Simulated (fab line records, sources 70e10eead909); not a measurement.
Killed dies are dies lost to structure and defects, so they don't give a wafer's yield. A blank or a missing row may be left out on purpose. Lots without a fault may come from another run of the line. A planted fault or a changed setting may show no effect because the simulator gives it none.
Chamber matching | flow nand_harc | NHARC_A_STAIRCASE_TRIM_196 on rie_diel-09: 4 sister chambers
The step chemistry O2, time 211.2 s. 20 wafers are shown with their chamber, then 10 later ones without.

WAFERS WITH THEIR CHAMBER
wafer  | chamber | drypump_motor_current_A (A) | showerhead_plenum_p_Torr (Torr) | throttle_valve_pct (%)
L074.1 | 3       | 6.5                         | 3.66                            | 17.028
L074.3 | 2       | 5.7                         | 3.59                            | 17.020
L074.6 | 1       | 5.5                         | 3.29                            | 17.025
L077.1 | 3       | 6.5                         | 3.66                            | 17.035
L077.4 | 2       | 5.7                         | 3.59                            | 17.039
L077.5 | 3       | 6.5                         | 3.66                            | 17.044
L083.2 | 0       | 5.2                         | 3.50                            | 17.023
L083.3 | 2       | 5.8                         | 3.58                            | 17.019
L083.6 | 0       | 5.2                         | 3.50                            | 17.020
L084.1 | 3       | 6.5                         | 3.64                            | 17.039
L084.4 | 1       | 5.5                         | 3.27                            | 17.038
L084.5 | 3       | 6.5                         | 3.64                            | 17.031
L086.2 | 3       | 6.5                         | 3.64                            | 17.042
L086.4 | 2       | 5.7                         | 3.57                            | 17.035
L086.5 | 0       | 5.2                         | 3.49                            | 17.034
L089.1 | 1       | 5.5                         | 3.81                            | 17.029
L089.3 | 2       | 5.7                         | 3.56                            | 17.027
L089.4 | 3       | 6.5                         | 3.64                            | 17.033
L090.4 | 2       | 5.7                         | 3.56                            | 17.051
L090.5 | 1       | 5.5                         | 3.80                            | 17.038

SIGNATURES (means of the wafers above)
reading                  | chamber 0 | chamber 1 | chamber 2 | chamber 3 | scatter within a chamber
drypump_motor_current_A  | 5.200     | 5.500     | 5.717     | 6.500     | 0.0228
showerhead_plenum_p_Torr | 3.4967    | 3.5425    | 3.5750    | 3.6486    | 0.132
throttle_valve_pct       | 17.02567  | 17.03250  | 17.03183  | 17.03600  | 0.00867
Rule: a wafer's distance from a chamber is the root of the sum, over the readings, of the square of ((its reading less the chamber's mean) divided by the reading's scatter). The wafer belongs to the nearest chamber; if the next one is less than 2 further off, it can't be placed. The scatter: the root of (the sum of the squares of (reading less its chamber's mean) over the shown wafers, divided by (wafers less chambers)).

WAFERS WITHOUT THEIR CHAMBER
wafer  | drypump_motor_current_A (A) | showerhead_plenum_p_Torr (Torr) | throttle_valve_pct (%)
L090.6 | 5.2                         | 3.48                            | 17.019
L094.2 | 6.5                         | 3.63                            | 17.047
L094.5 | 5.2                         | 3.48                            | 17.025
L094.6 | 5.5                         | 3.80                            | 17.028
L096.1 | 6.5                         | 3.63                            | 17.054
L096.5 | 5.7                         | 3.55                            | 17.037
L096.6 | 6.5                         | 3.63                            | 17.034
L097.1 | 6.5                         | 3.62                            | 17.033
L097.2 | 5.5                         | 3.80                            | 17.035
L097.6 | 5.7                         | 3.55                            | 17.049

WHICH CHAMBER EACH WENT THROUGH
wafer  | from the rows above | in truth
L090.6 | 0                   | 0
L094.2 | 3                   | 3
L094.5 | 0                   | 0
L094.6 | 1                   | 1
L096.1 | 3                   | 3
L096.5 | 2                   | 2
L096.6 | 3                   | 3
L097.1 | 3                   | 3
L097.2 | 1                   | 1
L097.6 | 2                   | 2
Placed correctly: 10 of 10. Can't be placed from these rows: 0. Placed wrongly: 0.
